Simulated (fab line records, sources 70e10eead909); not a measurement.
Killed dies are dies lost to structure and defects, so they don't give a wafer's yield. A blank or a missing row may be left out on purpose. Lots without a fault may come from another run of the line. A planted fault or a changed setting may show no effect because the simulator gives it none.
Chamber matching | flow nand_harc | NHARC_A_CHANNEL_FILL_D1_ALD_25 on ald_hk-04: 4 sister chambers
The step deposits SiOx, target thk 60 nm, pulse time 10 s, ald cycles 600. 8 wafers are shown with their chamber, then 8 later ones without.

WAFERS WITH THEIR CHAMBER
wafer  | chamber | heater_power_w (W) | precursor_pulse_height_rel
L076.5 | 3       | 483                | 0.949
L081.6 | 2       | 452                | 0.993
L082.1 | 0       | 451                | 1.020
L082.6 | 1       | 464                | 0.965
L087.1 | 0       | 447                | 0.989
L087.4 | 1       | 465                | 0.968
L087.2 | 3       | 479                | 0.986
L087.3 | 2       | 465                | 1.023

WAFERS WITHOUT THEIR CHAMBER
wafer  | heater_power_w (W) | precursor_pulse_height_rel
L087.5 | 453                | 0.998
L087.6 | 448                | 1.013
L096.1 | 440                | 1.005
L096.3 | 466                | 0.995
L096.5 | 468                | 1.001
L094.4 | 475                | 0.986
L094.3 | 460                | 0.997
L094.5 | 443                | 1.033

WHICH CHAMBER EACH WENT THROUGH
wafer  | from the rows above               | in truth
L087.5 | can't be placed: 0 or 2 or 1      | 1
L087.6 | can't be placed: 0 or 2           | 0
L096.1 | can't be placed: 0 or 2           | 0
L096.3 | can't be placed: 1 or 2 or 3 or 0 | 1
L096.5 | can't be placed: 1 or 2 or 3 or 0 | 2
L094.4 | can't be placed: 3 or 1 or 2      | 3
L094.3 | can't be placed: 2 or 1 or 0      | 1
L094.5 | can't be placed: 0 or 2           | 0
Placed correctly: 0 of 8. Can't be placed from these rows: 8 (the true chamber is among the candidates in 8). Placed wrongly: 0.
How it was worked out, from the rows above alone: a wafer's distance from a chamber is the root of the sum, over the readings, of the square of ((its reading less the chamber's mean) divided by the reading's scatter). The wafer belongs to the nearest chamber; if the next one is less than 2 further off, it can't be placed. A chamber's mean is the mean of its shown wafers. The scatter: the root of (the sum of the squares of (reading less its chamber's mean) over the shown wafers, divided by (wafers less chambers)).
